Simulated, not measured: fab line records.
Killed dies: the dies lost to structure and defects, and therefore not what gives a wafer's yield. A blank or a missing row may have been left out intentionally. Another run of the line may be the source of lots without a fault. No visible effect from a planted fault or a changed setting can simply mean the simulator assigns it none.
fab line records | flow n5_finfet
record: lots: 7 wafers: 39
route steps=1938 shown FIN_SAQP@131 DUMMY_GATE@228 HKMG_FIN@419 GATE_CUT@469 BEOL_M4@1111
start_h: hours from the record's first day to the start of the lot's first wafer shown | wait_h: how many hours have passed since the lot's step before this one | " as in the row above | L1.1+2: a single row standing in for several wafers | - no value, or no start given | * or withheld: withheld | < > ~ a bound
route shown NAME@n: a module of which the file shows steps, and the number in the route of the first | usual: the fault-free wafers' mean and standard deviation | same: alike in all rows | chamber/n: place in a boat | sites: per-site readings | _std_site: standard deviation of those values | _edge_site: mean of outer sites minus mean of inner sites | radius_mm: for every site, how far away it sits from the centre of the wafer | mask NAME#n: copy n | behind: the most recent tool/chamber to have shaped the wafer | hold: why the lot was held/for how many hours/how that ended | device: names the non-switching transistor (n, p or np) | end of line: at the end of the route, the tests of the same wafers | step lacking rows: just its recipe | killed: count of dies lost to structure and defects at first sort (not the wafer's yield) | map: per-die view of a wafer (x killed, . not killed, _ where there is no die)
set.NAME: setting as actually run; set.NAME@STEP: the setting as run at that earlier step | model.NAME: the simulator's own value behind a step, which no gauge read
lots with deliberately changed settings; one table per step, one row per wafer
== steps ==
step: N5_FIN_SAQP_MANDREL_ETCH_58
recipe: chemistry: HBr/Cl2 target: a-Si target_depth_a: 450 bt_time_s: 10 stop_on: SiNx mask_material: SiO2 over_etch_frac: 0.8 time_s: 27 pressure_mtorr: 10 icp_w: 800 bias_w: 75 HBr_flow_sccm: 150 Cl2_flow_sccm: 80 ends: end_point
step: N5_DUMMY_GATE_EXPOSE_12
recipe: mask_id: GATE na: 0.33 source_shape: annular sigma_inner: 0.2 sigma_outer: 0.6 polarization: unpolarized target_cd_nm: 25 dose_mj: 34
step: N5_DUMMY_GATE_ETCH_37
recipe: chemistry: N2/H2 target: SOC target_depth_a: 600 overetch_a: 300 temp_c: 40 ion_energy_ev: 200 pressure_mtorr: 30 source_w: 840 bias_w: 150 n2_flow_sccm: 200 h2_flow_sccm: 200
step: N5_DUMMY_GATE_ETCH_31
recipe: chemistry: C4F6/O2 target: SiO2 mask_material: SOC target_depth_a: 825 time_s: 27.5 ion_energy_ev: 250 pressure_mtorr: 30 source_w: 345 bias_w: 185 Ar_flow_sccm: 300 C4F6_flow_sccm: 10 O2_flow_sccm: 10
step: N5_DUMMY_GATE_ETCH_42
recipe: chemistry: CHF3/O2 target: SiO2 target_depth_a: 35 time_s: 31 ion_energy_ev: 30 bias_w: 12 pressure_mtorr: 30 source_w: 600 Ar_flow_sccm: 200 CHF3_flow_sccm: 50 O2_flow_sccm: 5
step: N5_HKMG_FIN_ALD_36
recipe: material: TiN target_thk_a: 10 temp_c: 400 ald_precursor_family: TiCl4 ald_co_reactant: NH3 pulse_time_s: 1 purge_time_s: 3 co_reactant_purge_time_s: 2 co_reactant_pulse_time_s: 2 ald_cycles: 47 pressure_torr: 3
step: N5_GATE_CUT_ETCH_58
recipe: chemistry: CH3F/O2 target: SiNx target_depth_a: 170 time_s: 128.6 ion_energy_ev: 50 pressure_mtorr: 30 source_w: 415 bias_w: 21 Ar_flow_sccm: 150 CH3F_flow_sccm: 30 O2_flow_sccm: 20
step: N5_GATE_CUT_CUT_ETCH_54
recipe: chemistry: Cl2/BCl3 target: TiN mask_material: SiO2 target_depth_a: 967 pressure_mtorr: 10 icp_w: 1000 bias_w: 126 Cl2_flow_sccm: 53.25 bcl3_flow_sccm: 21.75 Ar_flow_sccm: 25 ends: cleared
step: N5_BEOL_M4_RC_MEAS_101
usual: DIBL_P: 35.7/1.5 IOFF_P_85C: 3.6/0.4 IOFF_P_LIN: 0.098/0.011 VT_P_LVT: -99.2/2.7
columns lot.wafer tool chamber start_h wait_h set.bias_w@FIN_SAQP_MANDREL_ETCH_58 set.dose_mj@DUMMY_GATE_EXPOSE_12 set.source_w@DUMMY_GATE_ETCH_37 set.target_depth_a@DUMMY_GATE_ETCH_31 set.bias_w@DUMMY_GATE_ETCH_42 set.ald_cycles@HKMG_FIN_ALD_36 set.target_depth_a@GATE_CUT_ETCH_58 set.Cl2_flow_sccm@GATE_CUT_CUT_ETCH_54 DIBL_P[mV/V] IOFF_P_85C[nA/um] IOFF_P_LIN[nA/um] VT_P_LVT[mV]
L076.1 prober-01 0 186.65 0.0 89.34 36.17 983.4 825 12 47 170 53.25 41.3 5.1 0.137 -93.0
L076.2 " 0 " " 89.34 34 840 896.2 12 47 170 53.25 35.8 3.8 0.108 -96.7
L076.3 " 0 " " 89.34 36.17 840 896.2 11.4 47 170 53.25 41.8 5.4 0.146 -91.5
L076.4 " 0 " " 75 34 983.4 896.2 11.4 47 170 41.5 36.9 4.1 0.115 -94.9
L076.5 " 0 " " 75 34 983.4 825 11.4 47 170 41.5 35.1 3.5 0.102 -98.1
L076.6 " 0 " " 75 36.17 840 825 12 47 170 41.5 41.2 5.2 0.140 -92.1
L081.1 prober-01 0 212.61 0.0 75 34 840 825 12 45 154.8 60.79 35.5 3.0 0.084 -104.7
L081.2 " 0 " " 75 34 948.5 825 12 45 170 53.25 36.8 3.2 0.088 -104.1
L081.3 " 0 " " 75 31.48 948.5 928.1 12 47 154.8 53.25 31.6 2.6 0.074 -105.8
L081.4 " 0 " " 81.63 34 840 928.1 12 47 170 53.25 36.0 3.2 0.089 -103.9
L081.5 " 0 " " 81.63 31.48 840 928.1 12 45 170 60.79 29.7 2.1 0.063 -109.6
L081.6 " 0 " " 81.63 31.48 948.5 825 12 47 154.8 60.79 31.2 2.4 0.071 -107.0
L083.1 prober-01 0 232.23 0.0 75 35.67 904.7 916.1 10.59 47 157.6 44.05 37.4 4.3 0.118 -95.7
L083.2 " 0 " " 69.25 35.67 904.7 916.1 12 47 170 53.25 38.3 4.5 0.125 -95.1
L083.3 " 0 " " 69.25 34 840 825 10.59 47 170 44.05 35.0 3.8 0.108 -97.4
L083.4 " 0 " " 69.25 34 904.7 825 12 47 157.6 44.05 36.2 4.0 0.113 -96.5
L083.5 " 0 " " 75 35.67 840 825 10.59 47 157.6 53.25 39.8 4.9 0.136 -93.6
L083.6 " 0 " " 75 34 840 916.1 12 47 170 53.25 36.4 4.1 0.114 -96.2
L087.1 prober-01 0 247.62 0.0 88.74 34 789.7 884.2 12 47 170 63.68 32.0 2.9 0.079 -103.2
L087.2 " 0 " " 88.74 34 840 825 13.91 47 170 53.25 33.8 3.1 0.082 -102.4
L087.3 " 0 " " 75 34 789.7 884.2 13.91 43 170 63.68 33.9 2.9 0.075 -104.3
L087.4 " 0 " " 88.74 31.66 840 825 13.91 43 170 63.68 27.1 2.0 0.055 -110.7
L087.5 " 0 " " 75 31.66 840 884.2 12 43 170 53.25 29.0 2.2 0.062 -108.1
L087.6 " 0 " " 75 31.66 789.7 825 12 47 170 53.25 28.4 2.3 0.066 -106.2
L088.1 prober-01 0 253.09 0.0 75 34 840 825 12 48 170 58.63 35.7 3.4 0.091 -100.6
L088.2 " 0 " " 79.05 31.89 840 825 12 47 163.1 53.25 29.5 2.3 0.065 -106.6
L088.3 " 0 " " 79.05 34 840 825 11.03 47 163.1 58.63 32.4 2.7 0.074 -103.4
L088.4 " 0 " " 75 31.89 774.1 825 12 47 170 58.63 28.8 2.3 0.065 -105.8
L088.5 " 0 " " 75 31.89 774.1 825 11.03 48 170 53.25 28.4 2.2 0.063 -105.8
L088.6 " 0 " " 79.05 34 774.1 825 11.03 48 163.1 53.25 33.2 3.0 0.080 -101.9
L092.4 prober-01 0 274.79 0.5 75 34 840 825 12 47 170 53.25 37.3 4.0 0.106 -99.5
L092.5 " 0 " " 75 34 840 825 12 47 170 53.25 34.4 3.3 0.092 -100.8
L092.6 " 0 " " 75 34 840 825 12 47 170 53.25 34.6 3.4 0.091 -101.3
L093.1 prober-02 0 284.96 0.0 75 34 840 825 12 47 160.9 53.25 36.8 3.7 0.100 -97.4
L093.2 " 0 " " 75 34 840 825 10.93 47 160.9 43.51 36.8 3.7 0.102 -97.5
L093.3 " 0 " " 75 34 924.2 784.7 10.93 47 170 53.25 37.5 3.7 0.097 -98.5
L093.4 " 0 " " 75 34 924.2 825 10.93 45 170 43.51 37.4 3.6 0.095 -98.1
L093.5 " 0 " " 75 34 840 784.7 12 45 160.9 53.25 36.7 3.6 0.097 -98.0
L093.6 " 0 " " 75 34 924.2 784.7 12 45 170 43.51 36.7 3.4 0.090 -99.8
== key ==
split: step: N5_FIN_SAQP_MANDREL_ETCH_58 setting: bias_w stated_as: 75
response none clear
split: step: N5_DUMMY_GATE_EXPOSE_12 setting: dose_mj stated_as: 34
response: step: N5_BEOL_M4_RC_MEAS_101 reading: DIBL_P slope: +0.75 per: 1% together_with: all explained: 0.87
response: step: N5_BEOL_M4_RC_MEAS_101 reading: VT_P_LVT slope: +0.589 per: 1% together_with: all explained: 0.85
response: step: N5_BEOL_M4_RC_MEAS_101 reading: IOFF_P_85C slope: +0.135 per: 1% together_with: all explained: 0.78
response: step: N5_BEOL_M4_RC_MEAS_101 reading: IOFF_P_LIN slope: +0.003 per: 1% together_with: all explained: 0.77
split: step: N5_DUMMY_GATE_ETCH_37 setting: source_w stated_as: 840
response none clear
split: step: N5_DUMMY_GATE_ETCH_31 setting: target_depth_a stated_as: 825
response none clear
split: step: N5_DUMMY_GATE_ETCH_42 setting: bias_w stated_as: 12
response none clear
split: step: N5_HKMG_FIN_ALD_36 setting: ald_cycles stated_as: 47
response none clear
split: step: N5_GATE_CUT_ETCH_58 setting: target_depth_a stated_as: 170
response none clear
split: step: N5_GATE_CUT_CUT_ETCH_54 setting: Cl2_flow_sccm stated_as: 53.25
response none clear
